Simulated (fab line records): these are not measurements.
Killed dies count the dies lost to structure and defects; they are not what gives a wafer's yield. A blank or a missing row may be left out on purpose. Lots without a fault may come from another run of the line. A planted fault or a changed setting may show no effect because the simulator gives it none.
Chamber matching ; flow nandHarc ; 3 sister chambers for NHARC_A_STAIRCASE_DEP_151 on pecvd-04
The step deposits SiO2, target thk 3800 nm. 6 wafers are shown with their chamber, then 7 later ones without.

## WAFERS WITH THEIR CHAMBER
wafer;chamber;heaterPowerW (W)
L078.2;0;795
L084.1;2;766
L084.4;1;663
L084.5;2;624
L086.1;1;768
L086.2;0;808

## WAFERS WITHOUT THEIR CHAMBER
wafer;heaterPowerW (W)
L086.4;616
L095.3;731
L095.5;630
L095.6;640
L096.1;726
L096.4;661
L096.6;631

## EACH ONE'S CHAMBER
wafer;from the rows above;in truth
L086.4;can't be placed: 2 or 1 or 0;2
L095.3;can't be placed: 1 or 2 or 0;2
L095.5;can't be placed: 2 or 1 or 0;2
L095.6;can't be placed: 2 or 1 or 0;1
L096.1;can't be placed: 1 or 2 or 0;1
L096.4;can't be placed: 2 or 1 or 0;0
L096.6;can't be placed: 2 or 1 or 0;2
Correct placement for 0 of the 7. Unplaceable from these rows: 7, with the true chamber sitting among the candidates in 7. Wrongly placed: 0.
How it was worked out, from the rows above alone: a wafer's distance from a chamber is the root of the sum, over the readings, of the square of ((its reading less the chamber's mean) divided by the reading's scatter). If the next closest chamber is less than 2 further off than the closest, the wafer can't be placed; otherwise it belongs to the closest. The mean given for a chamber averages the wafers shown for that chamber. The scatter is the square root of a quotient: the sum, over the shown wafers, of each reading's squared deviation from its chamber's mean, divided by wafers minus chambers.
